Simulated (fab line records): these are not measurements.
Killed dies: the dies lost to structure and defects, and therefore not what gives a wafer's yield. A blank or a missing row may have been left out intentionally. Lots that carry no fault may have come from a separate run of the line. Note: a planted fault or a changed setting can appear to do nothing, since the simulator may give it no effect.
Chamber matching | flow nand harc | NHARC_P_STI_ETCH_15 on rie si-01 has 4 sister chambers
The step etches the open film in HBr/Cl2, target depth 300 nm, time 100.1 s. 4 wafers are shown with their chamber, then 7 later ones without.

EACH WAFER AND ITS CHAMBER
wafer  | chamber | drypump motor current A (A)
L127.1 | 0       | 5.8
L127.4 | 1       | 6.0
L129.1 | 3       | 5.1
L129.4 | 2       | 4.6

WAFERS MISSING THEIR CHAMBER
wafer  | drypump motor current A (A)
L129.6 | 5.8
L132.3 | 5.1
L132.4 | 4.6
L132.6 | 5.9
L134.2 | 4.6
L134.4 | 5.9
L134.5 | 5.8

THE CHAMBER EACH PASSED THROUGH
wafer  | from the rows above     | in truth
L129.6 | 0                       | 0
L132.3 | 3                       | 3
L132.4 | 2                       | 2
L132.6 | can't be placed: 1 or 0 | 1
L134.2 | 2                       | 2
L134.4 | can't be placed: 1 or 0 | 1
L134.5 | 0                       | 0
5 of 7 placed correctly. These rows do not allow placing 2 (true chamber among the candidates in 2). 0 placed wrongly.
How it was worked out, from the rows above alone: a wafer's distance from a chamber is the root of the sum, over the readings, of the square of ((its reading less the chamber's mean) divided by the reading's scatter). If the next closest chamber is less than 2 further off than the closest, the wafer can't be placed; otherwise it belongs to the closest. The mean given for a chamber averages the wafers shown for that chamber. The scatter: root of mean squared gap, hidden wafer to nearest shown wafer, with one shown wafer a chamber.
